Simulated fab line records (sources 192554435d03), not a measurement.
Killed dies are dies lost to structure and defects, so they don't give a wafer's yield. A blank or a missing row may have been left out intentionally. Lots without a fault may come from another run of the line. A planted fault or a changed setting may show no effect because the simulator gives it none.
Chamber matching -- flow n5Finfet -- N5_HKMG_FIN_ALD_75 on aldHk-03 has 4 sister chambers
The step deposits Al2O3, target thk 1 nm, co reactant pulse time 1 s. 16 wafers are shown with their chamber, then 8 later ones without.

## EACH WAFER AND ITS CHAMBER
wafer,chamber,heaterPowerW (W),precursorPulseHeightRel
L075.1,3,132,1.011
L075.2,0,149,1.013
L075.5,1,164,1.034
L077.3,0,150,1.036
L077.5,3,136,0.984
L077.6,0,151,1.030
L079.1,2,165,1.007
L079.3,3,130,0.960
L079.5,3,139,1.025
L082.1,1,166,0.991
L082.3,0,148,0.966
L082.5,3,138,0.967
L087.1,3,137,1.005
L087.4,2,161,1.012
L087.5,3,137,0.998
L090.1,3,136,1.007

SIGNATURES (averages over the wafers above)
reading,chamber 0,chamber 1,chamber 2,chamber 3,scatter within a chamber
heaterPowerW,149.50,165.00,163.00,135.62,2.6
precursorPulseHeightRel,1.01125,1.01250,1.00950,0.99462,0.025
Rule: for each reading, subtract the chamber's mean from the wafer's reading, divide by that reading's scatter and square the result; add these up over the readings and take the root, which gives the wafer's distance from the chamber. If the next closest chamber is less than 2 further off than the closest, the wafer can't be placed; otherwise it belongs to the closest. The scatter: take each reading less its chamber's mean, square it, sum over the shown wafers, divide by the number of wafers less the number of chambers, and take the root.

## WAFERS WHOSE CHAMBER IS MISSING
wafer,heaterPowerW (W),precursorPulseHeightRel
L090.2,164,1.004
L090.3,162,1.030
L091.3,148,0.995
L091.4,136,1.032
L091.6,138,1.003
L092.4,134,0.991
L092.5,134,0.975
L092.6,150,0.965

## THE CHAMBER EACH PASSED THROUGH
wafer,from the rows above,in truth
L090.2,can't be placed: 2 or 1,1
L090.3,can't be placed: 2 or 1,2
L091.3,0,0
L091.4,3,3
L091.6,3,3
L092.4,3,3
L092.5,3,3
L092.6,0,0
Correctly placed: 6 of 8. Unplaceable from these rows: 2, with the true chamber sitting among the candidates in 2. Wrongly placed: 0.
